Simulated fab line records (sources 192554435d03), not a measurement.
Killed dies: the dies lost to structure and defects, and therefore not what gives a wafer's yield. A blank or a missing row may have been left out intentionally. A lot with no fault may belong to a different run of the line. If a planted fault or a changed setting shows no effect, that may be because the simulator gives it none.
Matching of chambers || flow n5-finfet || rie-diel-02 running N5_BEOL_M15_ETCH_57: 4 sister chambers
The step etches SOC in N2/H2, time 750 s. 8 wafers are shown with their chamber, then 9 later ones without.

== EACH WAFER AND ITS CHAMBER ==
{"wafer": "L082.2", "chamber": 0, "drypump-motor-current-A (A)": 6.3, "showerhead-plenum-p-Torr (Torr)": 2.58}
{"wafer": "L081.4", "chamber": 2, "drypump-motor-current-A (A)": 6.1, "showerhead-plenum-p-Torr (Torr)": 2.52}
{"wafer": "L084.2", "chamber": 3, "drypump-motor-current-A (A)": 5.3, "showerhead-plenum-p-Torr (Torr)": 2.46}
{"wafer": "L084.3", "chamber": 1, "drypump-motor-current-A (A)": 6.6, "showerhead-plenum-p-Torr (Torr)": 2.55}
{"wafer": "L084.4", "chamber": 0, "drypump-motor-current-A (A)": 6.2, "showerhead-plenum-p-Torr (Torr)": 2.58}
{"wafer": "L088.2", "chamber": 1, "drypump-motor-current-A (A)": 6.6, "showerhead-plenum-p-Torr (Torr)": 2.54}
{"wafer": "L088.5", "chamber": 2, "drypump-motor-current-A (A)": 6.2, "showerhead-plenum-p-Torr (Torr)": 2.51}
{"wafer": "L088.6", "chamber": 3, "drypump-motor-current-A (A)": 5.3, "showerhead-plenum-p-Torr (Torr)": 2.46}

== WAFERS WITH NO CHAMBER GIVEN ==
{"wafer": "L092.2", "drypump-motor-current-A (A)": 5.3, "showerhead-plenum-p-Torr (Torr)": 2.45}
{"wafer": "L092.4", "drypump-motor-current-A (A)": 6.1, "showerhead-plenum-p-Torr (Torr)": 2.51}
{"wafer": "L092.6", "drypump-motor-current-A (A)": 6.6, "showerhead-plenum-p-Torr (Torr)": 2.54}
{"wafer": "L094.1", "drypump-motor-current-A (A)": 5.2, "showerhead-plenum-p-Torr (Torr)": 2.45}
{"wafer": "L094.5", "drypump-motor-current-A (A)": 6.6, "showerhead-plenum-p-Torr (Torr)": 2.54}
{"wafer": "L094.6", "drypump-motor-current-A (A)": 6.1, "showerhead-plenum-p-Torr (Torr)": 2.51}
{"wafer": "L096.2", "drypump-motor-current-A (A)": 5.3, "showerhead-plenum-p-Torr (Torr)": 2.45}
{"wafer": "L096.4", "drypump-motor-current-A (A)": 6.2, "showerhead-plenum-p-Torr (Torr)": 2.50}
{"wafer": "L096.6", "drypump-motor-current-A (A)": 6.6, "showerhead-plenum-p-Torr (Torr)": 2.53}

== CHAMBER TAKEN BY EACH ==
{"wafer": "L092.2", "from the rows above": 3, "in truth": 3}
{"wafer": "L092.4", "from the rows above": 2, "in truth": 2}
{"wafer": "L092.6", "from the rows above": 1, "in truth": 1}
{"wafer": "L094.1", "from the rows above": 3, "in truth": 3}
{"wafer": "L094.5", "from the rows above": 1, "in truth": 1}
{"wafer": "L094.6", "from the rows above": 2, "in truth": 2}
{"wafer": "L096.2", "from the rows above": 3, "in truth": 3}
{"wafer": "L096.4", "from the rows above": 2, "in truth": 2}
{"wafer": "L096.6", "from the rows above": 1, "in truth": 1}
Placed correctly: 9 of 9. Number that these rows cannot place: 0. Placed wrongly: 0.
How it was worked out, from the rows above alone: a wafer's distance from a chamber is the root of the sum, over the readings, of the square of ((its reading less the chamber's mean) divided by the reading's scatter). If the next closest chamber is less than 2 further off than the closest, the wafer can't be placed; otherwise it belongs to the closest. A chamber's mean is the mean of its shown wafers. The scatter: the root of (the sum of the squares of (reading less its chamber's mean) over the shown wafers, divided by (wafers less chambers)).
